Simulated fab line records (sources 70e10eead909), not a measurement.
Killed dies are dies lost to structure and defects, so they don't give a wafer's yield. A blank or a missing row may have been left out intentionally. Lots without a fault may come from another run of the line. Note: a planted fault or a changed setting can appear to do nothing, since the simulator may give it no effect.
Matching of chambers -- flow nand harc -- NHARC_A_STAIRCASE_DESCUM_168 on rie diel-06 has 4 sister chambers
The step chemistry O2, time 3 s. 8 wafers are shown with their chamber, then 7 later ones without.

== WAFERS PAIRED WITH THEIR CHAMBERS ==
wafer,chamber,drypump motor current A (A),showerhead plenum p Torr (Torr)
L084.2,0,6.3,1.87
L085.3,3,5.4,2.01
L085.4,1,5.4,2.02
L088.2,2,5.3,1.88
L088.5,2,5.3,1.88
L088.6,3,5.4,2.00
L088.1,1,5.5,2.02
L088.3,0,6.3,1.87

== WAFERS WITHOUT THEIR CHAMBER ==
wafer,drypump motor current A (A),showerhead plenum p Torr (Torr)
L088.4,5.4,2.00
L095.2,5.3,1.88
L095.4,5.5,2.01
L095.5,6.3,1.86
L097.1,5.5,2.01
L097.2,6.3,1.86
L097.3,5.3,1.88

== THE CHAMBER EACH PASSED THROUGH ==
wafer,from the rows above,in truth
L088.4,3,3
L095.2,2,2
L095.4,can't be placed: 3 or 1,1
L095.5,0,0
L097.1,can't be placed: 3 or 1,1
L097.2,0,0
L097.3,2,2
Correctly placed: 5 of 7. Cannot be placed on the basis of these rows: 2; the candidates contain the true chamber in 2. Wrongly placed: 0.
How it was worked out, from the rows above alone: a wafer's distance from a chamber is the root of the sum, over the readings, of the square of ((its reading less the chamber's mean) divided by the reading's scatter). If the next closest chamber is less than 2 further off than the closest, the wafer can't be placed; otherwise it belongs to the closest. For every chamber, the mean is computed from those of its wafers that are shown. How the scatter is found: for the shown wafers, subtract from each reading the mean of its chamber, square and add these, divide the total by (wafers less chambers), then take the root.
